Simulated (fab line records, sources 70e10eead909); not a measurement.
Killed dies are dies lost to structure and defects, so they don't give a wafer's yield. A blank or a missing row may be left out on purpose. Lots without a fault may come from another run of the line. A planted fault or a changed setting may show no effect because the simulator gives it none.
Which tool did it? | flow nand_harc | 11 lots, 33 wafers sampled, at 6 steps of a route of 1159

WHAT THE GAUGES READ, wafer by wafer
NHARC_A_M0_CD_MEAS_09: target cd 80 nm. Usual: cd_nm 80.0 nm, standard deviation 0.6.
lot  | measured     | on        | cd_nm (nm)     | flag
L131 | day 17 18:38 | cd_sem-02 | 79.7 79.3 79.8 |
L141 | day 20 05:31 | cd_sem-01 | 81.8 82.0 82.0 | OFF
L142 | day 20 05:56 | cd_sem-01 | 80.5 79.6 79.6 |
L143 | day 20 11:17 | cd_sem-02 | 80.0 79.5 80.1 |
L145 | day 21 17:26 | cd_sem-01 | 79.4 78.9 79.0 |
L146 | day 21 22:43 | cd_sem-03 | 79.7 80.3 80.9 |
L147 | day 22 01:17 | cd_sem-03 | 80.5 80.6 81.5 |
L149 | day 22 18:23 | cd_sem-03 | 80.5 80.8 80.4 |
L150 | day 22 23:19 | cd_sem-02 | 79.0 79.1 79.4 |
L148 | day 23 06:49 | cd_sem-02 | 79.8 80.5 79.7 |
L151 | day 23 08:46 | cd_sem-02 | 80.6 80.1 80.2 |

NHARC_A_M0_OVL_MEAS_10: pitch 160 nm. Usual: overlay_x_nm 0.1 nm, standard deviation 0.74; overlay_y_nm 0.0 nm, standard deviation 0.94.
lot  | measured     | on         | overlay_x_nm (nm) | overlay_y_nm (nm) | flag
L131 | day 17 18:44 | overlay-02 | -0.5 0.3 0.0      | -1.7 -0.5 -0.6    |
L141 | day 20 05:36 | overlay-01 | 0.2 0.0 0.2       | 0.9 1.5 0.5       |
L142 | day 20 06:02 | overlay-02 | 0.0 0.1 -0.2      | 1.0 1.4 1.5       |
L143 | day 20 11:23 | overlay-02 | 0.7 0.5 0.0       | -1.1 -1.7 -1.9    |
L145 | day 21 17:31 | overlay-02 | 1.3 1.8 1.7       | -0.3 -0.1 0.3     |
L146 | day 21 22:49 | overlay-02 | 0.2 0.1 0.2       | 0.4 0.3 0.1       |
L147 | day 22 01:23 | overlay-02 | 0.1 -0.3 0.1      | 0.3 0.9 0.5       |
L149 | day 22 18:28 | overlay-01 | 0.9 0.9 1.0       | -0.1 -0.3 -0.5    |
L150 | day 22 23:24 | overlay-02 | 0.1 0.2 0.2       | -0.7 -0.6 -0.4    |
L148 | day 23 06:54 | overlay-02 | 0.4 0.1 0.4       | -1.5 -0.5 -0.8    |
L151 | day 23 08:52 | overlay-01 | 0.9 -0.1 0.2      | 0.4 0.3 0.0       |

NHARC_END_SORT_01. Usual: defect_limited_yield 95.3 %, standard deviation 1.7; killed_at_array 28, standard deviation 12; killed_at_other 0.8, standard deviation 1.1; killed_at_periphery 3.6, standard deviation 2.3; killed_dies 32, standard deviation 12; killed_open 3.4, standard deviation 1.9; killed_short 2.0, standard deviation 1.3; sort_bin_2_pct 1.4 %, standard deviation 0.61; sort_bin_3_pct 0.26 %, standard deviation 0.22; sort_bin_4_pct 3.0 %, standard deviation 1.2; sort_n_pass 645, standard deviation 12; sort_rim_yield_pct 95.8 %, standard deviation 2.9; sort_yield_pct 95.3 %, standard deviation 1.7.
lot  | measured     | on        | defect_limited_yield (%) | killed_at_array | killed_at_other | killed_at_periphery | killed_dies | killed_open | killed_short | sort_bin_2_pct (%) | sort_bin_3_pct (%) | sort_bin_4_pct (%) | sort_n_pass | sort_rim_yield_pct (%) | sort_yield_pct (%) | flag
L141 | day 22 07:51 | prober-02 | 96.5 95.1 95.3           | 18 25 22        | 0 5 2           | 6 3 8               | 24 33 32    | 0 2 5       | 1 1 3        | 1.0 1.3 1.3        | 0 0.59 0.30        | 2.5 3.0 3.1        | 653 644 645 | 93.4 94.3 96.2         | 96.5 95.1 95.3     |
L142 | day 22 00:01 | prober-02 | 96.6 97.5 97.5           | 18 11 9         | 0 1 0           | 5 5 8               | 23 17 17    | 3 2 1       | 2 1 2        | 1.8 1.0 1.0        | 0 0 0.15           | 1.6 1.5 1.3        | 654 660 660 | 97.2 97.2 98.1         | 96.6 97.5 97.5     |
L143 | day 22 00:50 | prober-01 | 91.6 91.1 89.5           | 49 55 62        | 0 0 0           | 8 5 9               | 57 60 71    | 7 4 8       | 2 1 5        | 2.4 2.1 3.2        | 0.59 0.89 0.30     | 5.5 5.9 6.9        | 620 617 606 | 95.3 94.3 88.7         | 91.6 91.1 89.5     |
L145 | day 23 08:17 | prober-02 | 91.3 93.6 93.1           | 53 33 42        | 2 3 1           | 4 7 4               | 59 43 47    | 3 3 4       | 2 3 3        | 2.7 2.4 2.7        | 0.30 0.44 0.44     | 5.8 3.5 3.8        | 618 634 630 | 96.2 93.4 93.4         | 91.3 93.6 93.1     |
L149 | day 24 11:26 | prober-01 | 92.5 93.4 91.6           | 50 42 55        | 0 0 0           | 1 3 2               | 51 45 57    | 1 3 4       | 2 0 1        | 2.2 2.2 2.4        | 0.44 0.44 0.59     | 4.9 4.0 5.5        | 626 632 620 | 94.3 96.2 89.6         | 92.5 93.4 91.6     |
L150 | day 24 15:35 | prober-02 | 95.9 96.8 96.2           | 21 20 24        | 0 1 1           | 7 1 1               | 28 22 26    | 5 2 1       | 3 1 1        | 0.7 1.2 0.7        | 0.59 0 0.30        | 2.8 2.1 2.8        | 649 655 651 | 94.3 98.1 100.0        | 95.9 96.8 96.2     |

WHICH TOOL RAN EACH LOT (tool, then ch and the chambers of the sampled wafers, then the start)
lot  | NHARC_A_BLC_ETCH_18                           | NHARC_A_M0_PEB_07                 | NHARC_A_M0_STRIP_18
L131 | rie_diel-01 ch 1,2,3, day 17 18:34 or earlier | litho_track-04 ch 0, day 17 18:34 | rie_diel-05 ch 1,2, day 17 19:13
L141 | rie_diel-01 ch 1,2,3, day 20 05:26 or earlier | litho_track-06 ch 0, day 20 05:26 | rie_diel-04 ch 0,1,2, day 20 06:04
L142 | rie_diel-12 ch 1,2,3, day 20 05:52 or earlier | litho_track-04 ch 0, day 20 05:52 | rie_diel-04 ch 1,2,3, day 20 06:35
L143 | rie_diel-01 ch 0,1,3, day 20 11:13 or earlier | litho_track-01 ch 0, day 20 11:13 | rie_diel-08 ch 0,2,3, day 20 11:53
L145 | rie_diel-01 ch 2,3, day 21 17:21 or earlier   | litho_track-01 ch 0, day 21 17:21 | rie_diel-04 ch 0,1,2, day 21 18:02
L146 | rie_diel-12 ch 0,1,2, day 21 22:38 or earlier | litho_track-04 ch 0, day 21 22:38 | rie_diel-04 ch 0,1,2, day 21 23:22
L147 | rie_diel-02 ch 1,2, day 22 01:13 or earlier   | litho_track-04 ch 0, day 22 01:13 | rie_diel-04 ch 2,3, day 22 01:51
L149 | rie_diel-01 ch 1,2,3, day 22 18:18 or earlier | litho_track-06 ch 0, day 22 18:18 | rie_diel-08 ch 0,2,3, day 22 18:56
L150 | rie_diel-01 ch 0,1,2, day 22 23:14 or earlier | litho_track-06 ch 0, day 22 23:14 | rie_diel-08 ch 0,2,3, day 22 23:52
L148 | rie_diel-12 ch 1,2,3, day 23 06:44 or earlier | litho_track-06 ch 0, day 23 06:44 | rie_diel-05 ch 0,1,2, day 23 07:25
L151 | rie_diel-01 ch 1,2, day 23 08:41 or earlier   | litho_track-04 ch 0, day 23 08:41 | rie_diel-05 ch 0,3, day 23 09:24
- NHARC_A_BLC_ETCH_18: etches the open film in C4F8/O2/Ar, target depth 910 nm.
- NHARC_A_M0_PEB_07: peb time 65 s.
- NHARC_A_M0_STRIP_18: strips in N2/H2.

WHAT THE TOOLS THEMSELVES READ (means of the sampled wafers that have a number; where no wafer has one, the mark that the record gives instead)
NHARC_A_BLC_ETCH_18. Usual: oes_product_au 0.954 a.u., standard deviation 0.021; rf_vpp_V 979 V, standard deviation 6.1.
lot  | tool        | oes_product_au (a.u.) | rf_vpp_V (V) | flag
L131 | rie_diel-01 | 0.977                 | 982          |
L141 | rie_diel-01 | 0.943                 | 982          |
L142 | rie_diel-12 | 0.967                 | 978          |
L143 | rie_diel-01 | 0.973                 | 978          |
L145 | rie_diel-01 | 0.976                 | 981          |
L146 | rie_diel-12 | 0.967                 | 980          |
L147 | rie_diel-02 | 0.929                 | 968          |
L149 | rie_diel-01 | 0.974                 | 982          |
L150 | rie_diel-01 | 0.970                 | 983          |
L148 | rie_diel-12 | 0.973                 | 977          |
L151 | rie_diel-01 | 0.944                 | 987          |

NHARC_A_M0_PEB_07. Usual: resist_line_temp_C 22.99 C, standard deviation 0.11.
lot  | tool           | resist_line_temp_C (C) | flag
L131 | litho_track-04 | 23.01                  |
L141 | litho_track-06 | 22.94                  |
L142 | litho_track-04 | 22.99                  |
L143 | litho_track-01 | 23.02                  |
L145 | litho_track-01 | 23.10                  |
L146 | litho_track-04 | 23.09                  |
L147 | litho_track-04 | 22.97                  |
L149 | litho_track-06 | 22.90                  |
L150 | litho_track-06 | 23.13                  |
L148 | litho_track-06 | 23.05                  |
L151 | litho_track-04 | 23.09                  |

NHARC_A_M0_STRIP_18. Usual: drypump_motor_current_A 5.8 A, standard deviation 0.37; oes_product_au 1.001 a.u., standard deviation 0.0074; power_w 1000 W, standard deviation 3.1; rf_vpp_V 90.7 V, standard deviation 0.94; showerhead_plenum_p_Torr 2.04 Torr, standard deviation 0.059; throttle_valve_pct 14.171 %, standard deviation 0.0086.
lot  | tool        | drypump_motor_current_A (A) | oes_product_au (a.u.) | power_w (W) | rf_vpp_V (V) | showerhead_plenum_p_Torr (Torr) | throttle_valve_pct (%) | flag
L131 | rie_diel-05 | 5.5                         | 1.000                 | 1004        | 89.7         | 1.96                            | 14.172                 |
L141 | rie_diel-04 | 5.9                         | 1.007                 | 1001        | 90.9         | 2.06                            | 14.175                 |
L142 | rie_diel-04 | 5.6                         | 1.006                 | 1002        | 90.8         | 2.05                            | 14.168                 |
L143 | rie_diel-08 | 5.7                         | 1.011                 | 998         | 90.7         | 2.05                            | 14.179                 |
L145 | rie_diel-04 | 5.9                         | 1.004                 | 1000        | 90.5         | 2.06                            | 14.181                 |
L146 | rie_diel-04 | 5.9                         | 1.007                 | 999         | 91.3         | 2.06                            | 14.173                 |
L147 | rie_diel-04 | 5.7                         | 1.000                 | 1002        | 91.1         | 2.05                            | 14.170                 |
L149 | rie_diel-08 | 5.7                         | 0.999                 | 1000        | 91.0         | 2.05                            | 14.171                 |
L150 | rie_diel-08 | 5.7                         | 1.010                 | 1001        | 91.3         | 2.05                            | 14.175                 |
L148 | rie_diel-05 | 5.7                         | 0.996                 | 1001        | 91.0         | 2.00                            | 14.181                 |
L151 | rie_diel-05 | 6.1                         | 0.996                 | 998         | 90.8         | 2.08                            | 14.171                 |

THE ANSWER, worked out from the rows above alone
Rule: a lot is off if the mean of its wafers that have a number lies more than 3 standard deviations from the usual mean. A lot without any number at a reading at which 4 lots or more have one is off too. The other lots that the step has rows for count as sound. The gauges are gone through in route order, then the tools' own readings, and for those a lot's mean is taken as printed above. The first step at which some lot is off is used, and at that step the reading that is off furthest; a lot without a number counts as furthest.
Off: L141, at NHARC_A_M0_CD_MEAS_09 (cd_nm).
A tool fits if, at a process step before that reading, it ran every lot that is off, and no sound lot after the first of them. The gauges at NHARC_A_M0_CD_MEAS_09 are tried like those tools. NHARC_A_BLC_ETCH_18 gives no start for some lots, so the hours and the order of its lots are those of NHARC_A_M0_PEB_07. None of those tried fits.

WHAT THE SIMULATOR HAD PUT IN
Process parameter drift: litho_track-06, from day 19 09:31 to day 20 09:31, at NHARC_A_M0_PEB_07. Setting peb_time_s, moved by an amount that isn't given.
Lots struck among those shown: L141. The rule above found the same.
